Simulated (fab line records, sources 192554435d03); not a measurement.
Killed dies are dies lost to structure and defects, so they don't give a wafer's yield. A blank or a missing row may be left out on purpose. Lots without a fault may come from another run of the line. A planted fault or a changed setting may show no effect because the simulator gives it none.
Which tool did it? | flow n5_finfet | 8 lots, 24 wafers sampled, at 5 steps of a route of 1938

WHAT THE GAUGES READ, wafer by wafer
N5_BEOL_M4_RC_MEAS_101.
lot  | measured     | on        | DIBL_N (mV/V)
L146 | day 8 13:56  | prober-02 | 36.8 37.9 37.9
L152 | day 9 17:22  | prober-01 | 38.6 35.1 37.7
L153 | day 10 00:07 | prober-02 | 40.3 36.5 38.9
L156 | day 11 02:07 | prober-02 | 34.3 36.4 35.6
L157 | day 11 06:49 | prober-02 | 41.2 36.5 35.5
L160 | day 12 05:23 | prober-01 | 35.7 33.8 37.9
L163 | day 13 06:37 | prober-02 | 38.9 36.8 38.6
L165 | day 13 08:35 | prober-02 | 33.4 34.7 36.5

WHICH TOOL RAN EACH LOT (tool, then ch and the chambers of the sampled wafers, then the start)
lot  | N5_BEOL_M0_SAQP_DESCUM_19         | N5_BEOL_M0_SAQP_SPACER1_ETCHBACK_99 | N5_BEOL_M0_SAQP_ETCH_102         | N5_BEOL_M0_SAQP_SPACER2_ETCHBACK_27
L146 | rie_diel-04 ch 0,1,2, day 6 06:32 | rie_diel-03 ch 1,2,3, day 6 07:55   | rie_si-06 ch 0,1,3, day 6 08:18  | rie_diel-05 ch 0,2,3, day 6 09:43
L152 | rie_diel-03 ch 1,3, day 7 17:45   | rie_diel-05 ch 1,2,3, day 7 19:07   | rie_si-02 ch 1,2,3, day 7 19:28  | rie_diel-05 ch 0,1,2, day 7 21:11
L153 | rie_diel-04 ch 0,1,3, day 8 06:57 | rie_diel-05 ch 0,1,2, day 8 08:42   | rie_si-06 ch 0,1,2, day 8 09:05  | rie_diel-05 ch 1,2,3, day 8 10:30
L156 | rie_diel-04 ch 0,1, day 8 16:01   | rie_diel-03 ch 0,1,2, day 8 18:03   | rie_si-06 ch 2,3, day 8 18:24    | rie_diel-04 ch 0,2,3, day 8 22:29
L157 | rie_diel-05 ch 0,2,3, day 8 20:55 | rie_diel-03 ch 0,2, day 8 23:05     | rie_si-06 ch 1,2, day 8 23:27    | rie_diel-03 ch 0,2, day 9 01:32
L160 | rie_diel-04 ch 0,1,3, day 9 20:11 | rie_diel-03 ch 1,3, day 9 21:47     | rie_si-03 ch 0,2,3, day 9 22:07  | rie_diel-05 ch 0,2, day 10 00:02
L163 | rie_diel-03 ch 0,3, day 10 20:39  | rie_diel-04 ch 1,3, day 10 22:13    | rie_si-03 ch 1,3, day 10 22:34   | rie_diel-03 ch 0,3, day 11 00:30
L165 | rie_diel-05 ch 0,3, day 11 01:02  | rie_diel-03 ch 0,1,2, day 11 02:35  | rie_si-03 ch 1,2,3, day 11 02:55 | rie_diel-04 ch 0,2,3, day 11 04:46
- N5_BEOL_M0_SAQP_DESCUM_19: chemistry O2, time 7.9 s.
- N5_BEOL_M0_SAQP_SPACER1_ETCHBACK_99: etches SiO2 in CHF3/O2, target depth 15.4 nm, time 7.7 s.
- N5_BEOL_M0_SAQP_ETCH_102: etches SiO2 in CF4, target depth 4 nm, time 4.4 s.
- N5_BEOL_M0_SAQP_SPACER2_ETCHBACK_27: etches SiO2 in CHF3/O2, target depth 22.5 nm, time 11.25 s.

THE ANSWER, worked out from the rows above alone
Rule: what is usual is taken from the lots themselves. Put in order of their means at a reading, lots are off if they are a third of the lots or fewer, leave a main group of 4 or more, and stand apart from it by a gap of 3 or more times the standard deviation of the main group's means; of several such gaps the widest counts. A main group whose means are all the same, to the digits that the tables above print for the reading, isn't used. A lot without any number at a reading at which 4 lots or more have one is off too. The other lots that the step has rows for count as sound.
No lot is off at any reading shown: from this, nothing can be told.

WHAT THE SIMULATOR HAD PUT IN
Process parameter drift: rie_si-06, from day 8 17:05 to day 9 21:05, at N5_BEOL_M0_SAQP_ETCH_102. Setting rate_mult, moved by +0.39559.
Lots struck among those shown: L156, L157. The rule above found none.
